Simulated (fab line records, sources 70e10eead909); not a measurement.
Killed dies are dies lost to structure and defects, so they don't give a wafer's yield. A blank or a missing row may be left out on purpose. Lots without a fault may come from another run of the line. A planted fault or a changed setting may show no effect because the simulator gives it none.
Which tool did it? | flow nand_harc | 11 lots, 33 wafers sampled, at 5 steps of a route of 1302

WHAT THE GAUGES READ, wafer by wafer
NHARC_A_M0_OVL_MEAS_10: pitch 160 nm.
lot  | measured     | on         | overlay_x_nm (nm)
L074 | day 23 08:07 | overlay-01 | 0.4 -0.1 -0.4
L077 | day 24 08:29 | overlay-01 | -0.9 -0.7 -1.1
L080 | day 25 07:38 | overlay-02 | -0.6 0.0 -0.3
L083 | day 26 17:38 | overlay-01 | 0.8 0.2 0.6
L086 | day 27 15:46 | overlay-01 | 1.4 1.6 1.4
L087 | day 28 14:34 | overlay-02 | -0.4 0.8 0.5
L088 | day 29 05:35 | overlay-02 | -0.2 0.0 0.3
L091 | day 30 21:40 | overlay-02 | 0.6 1.1 1.3
L093 | day 31 04:32 | overlay-02 | -0.8 -1.0 -0.6
L095 | day 31 13:44 | overlay-02 | 0.0 0.2 -0.2
L097 | day 32 03:05 | overlay-01 | 0.6 0.2 0.3

WHICH TOOL RAN EACH LOT (tool, then ch and the chambers of the sampled wafers, then the start)
lot  | NHARC_A_CONTACT_ETCH_106           | NHARC_A_CONTACT_ETCH_31                       | NHARC_A_BLC_STRIP_29               | NHARC_A_BLC_CMP_25
L074 | rie_diel-03 ch 0,1, day 22 17:20   | rie_diel-03 ch 0,1,2, day 23 05:11 or earlier | rie_diel-09 ch 0,1,3, day 23 05:11 | cmp-04 ch 1,2,3, day 23 06:52
L077 | rie_diel-03 ch 1,2, day 23 16:59   | rie_diel-03 ch 1,2,3, day 24 05:37 or earlier | rie_diel-08 ch 1,3, day 24 05:37   | cmp-04 ch 0,3, day 24 07:05
L080 | rie_diel-04 ch 0,2,3, day 24 15:16 | rie_diel-04 ch 0,2,3, day 25 04:26 or earlier | rie_diel-09 ch 0,1, day 25 04:26   | cmp-01 ch 0,1,3, day 25 06:25
L083 | rie_diel-04 ch 1,2, day 26 02:35   | rie_diel-04 ch 0,1,3, day 26 14:50 or earlier | rie_diel-09 ch 2,3, day 26 14:50   | cmp-04 ch 0,2,3, day 26 16:24
L086 | rie_diel-04 ch 0,1,2, day 27 02:14 | rie_diel-04 ch 0,1,2, day 27 12:58 or earlier | rie_diel-08 ch 0,1,2, day 27 12:58 | cmp-01 ch 0,1,2, day 27 14:29
L087 | rie_diel-04 ch 0,2, day 27 23:53   | rie_diel-03 ch 0,2,3, day 28 11:45 or earlier | rie_diel-09 ch 0,1, day 28 11:45   | cmp-04 ch 1,2, day 28 13:18
L088 | rie_diel-02 ch 1,2,3, day 28 15:16 | rie_diel-04 ch 1,2,3, day 29 02:47 or earlier | rie_diel-08 ch 0,3, day 29 02:47   | cmp-04 ch 1,3, day 29 04:20
L091 | rie_diel-02 ch 0,2,3, day 30 04:41 | rie_diel-03 ch 1,2,3, day 30 18:50 or earlier | rie_diel-09 ch 1,2,3, day 30 18:50 | cmp-04 ch 0,1,2, day 30 20:22
L093 | rie_diel-02 ch 0,2, day 30 11:01   | rie_diel-02 ch 0,1,2, day 31 00:59 or earlier | rie_diel-08 ch 0,2,3, day 31 00:59 | cmp-01 ch 0,2,3, day 31 03:08
L095 | rie_diel-03 ch 1,2, day 30 23:24   | rie_diel-02 ch 0,3, day 31 10:14 or earlier   | rie_diel-09 ch 0,3, day 31 10:14   | cmp-04 ch 0,2,3, day 31 12:00
L097 | rie_diel-04 ch 0,1, day 31 12:10   | rie_diel-04 ch 1,2,3, day 32 00:19 or earlier | rie_diel-09 ch 0,2,3, day 32 00:19 | cmp-02 ch 0,2, day 32 01:51
- NHARC_A_CONTACT_ETCH_106: etches the open film in CF4/O2, target depth 90 nm, overetch 9 nm, time 49.5 s.
- NHARC_A_CONTACT_ETCH_31: etches the open film in O2/COS, target depth 2800 nm, time 728 s.
- NHARC_A_BLC_STRIP_29: strips in CF4.
- NHARC_A_BLC_CMP_25: polishes, t overpolish 30 s, target thk 150 nm.

THE ANSWER, worked out from the rows above alone
Rule: what is usual is taken from the lots themselves. Put in order of their means at a reading, lots are off if they are a third of the lots or fewer, leave a main group of 4 or more, and stand apart from it by a gap of 3 or more times the standard deviation of the main group's means; of several such gaps the widest counts. A main group whose means are all the same, to the digits that the tables above print for the reading, isn't used. A lot without any number at a reading at which 4 lots or more have one is off too. The other lots that the step has rows for count as sound.
No lot is off at any reading shown: from this, nothing can be told.

WHAT THE SIMULATOR HAD PUT IN
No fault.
